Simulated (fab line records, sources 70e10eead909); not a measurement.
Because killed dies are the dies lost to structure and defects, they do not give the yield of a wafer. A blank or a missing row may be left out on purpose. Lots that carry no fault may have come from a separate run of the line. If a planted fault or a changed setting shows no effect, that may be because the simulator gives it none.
Matching of chambers | flow nand_harc | pecvd-04 running NHARC_A_SLIT_DEP_25: 3 sister chambers
The step deposits SiO2, target thk 200 nm. 27 wafers are shown with their chamber, then 12 later ones without.

== WAFERS, EACH WITH ITS CHAMBER ==
wafer  | chamber | throttle_valve_pct (%) | heater_power_w (W)
L075.4 | 1       | 16.0                   | 600
L075.5 | 2       | 15.1                   | 722
L075.6 | 0       | 16.9                   | 586
L077.1 | 0       | 17.1                   | 540
L077.3 | 2       | 15.2                   | 652
L077.6 | 1       | 15.9                   | 579
L076.1 | 1       | 15.9                   | 520
L076.2 | 0       | 16.8                   | 534
L076.3 | 2       | 15.1                   | 638
L076.4 | 0       | 16.9                   | 564
L076.5 | 1       | 15.8                   | 539
L076.6 | 2       | 15.3                   | 647
L078.2 | 1       | 16.0                   | 570
L078.4 | 1       | 15.9                   | 600
L078.6 | 2       | 14.9                   | 743
L080.1 | 1       | 16.0                   | 538
L080.5 | 2       | 15.0                   | 659
L080.6 | 1       | 15.9                   | 544
L083.3 | 0       | 16.9                   | 567
L083.4 | 0       | 17.2                   | 566
L083.5 | 2       | 15.0                   | 726
L087.2 | 0       | 16.3                   | 645
L087.3 | 1       | 15.6                   | 440
L087.6 | 1       | 15.9                   | 454
L089.2 | 0       | 16.2                   | 566
L089.4 | 2       | 15.3                   | 606
L089.5 | 0       | 16.5                   | 590

SIGNATURES, as means of the wafers listed above
reading            | chamber 0 | chamber 1 | chamber 2 | scatter within a chamber
throttle_valve_pct | 16.756    | 15.890    | 15.113    | 0.227
heater_power_w     | 573.11    | 538.40    | 674.12    | 47
Rule: distance of a wafer from a chamber = root of the sum over the readings of ((wafer's reading minus chamber's mean) / reading's scatter) squared. The wafer belongs to the nearest chamber; if the next one is less than 2 further off, it can't be placed. The scatter is the square root of a quotient: the sum, over the shown wafers, of each reading's squared deviation from its chamber's mean, divided by wafers minus chambers.

== WAFERS WITH NO CHAMBER GIVEN ==
wafer  | throttle_valve_pct (%) | heater_power_w (W)
L090.1 | 16.0                   | 634
L090.4 | 15.4                   | 727
L090.6 | 15.2                   | 720
L091.1 | 15.1                   | 672
L091.3 | 16.3                   | 628
L091.6 | 16.0                   | 429
L095.2 | 16.3                   | 635
L095.3 | 16.0                   | 441
L095.5 | 15.8                   | 448
L096.1 | 15.9                   | 546
L096.2 | 16.5                   | 534
L096.4 | 15.3                   | 662

== EACH ONE'S CHAMBER ==
wafer  | from the rows above          | in truth
L090.1 | can't be placed: 1 or 0 or 2 | 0
L090.4 | 2                            | 2
L090.6 | 2                            | 2
L091.1 | 2                            | 2
L091.3 | can't be placed: 0 or 1      | 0
L091.6 | 1                            | 1
L095.2 | can't be placed: 0 or 1      | 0
L095.3 | 1                            | 1
L095.5 | 1                            | 1
L096.1 | 1                            | 1
L096.2 | can't be placed: 0 or 1      | 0
L096.4 | 2                            | 2
Correctly placed: 8 of 12. Cannot be placed on the basis of these rows: 4; the candidates contain the true chamber in 4. Number placed wrongly: 0.
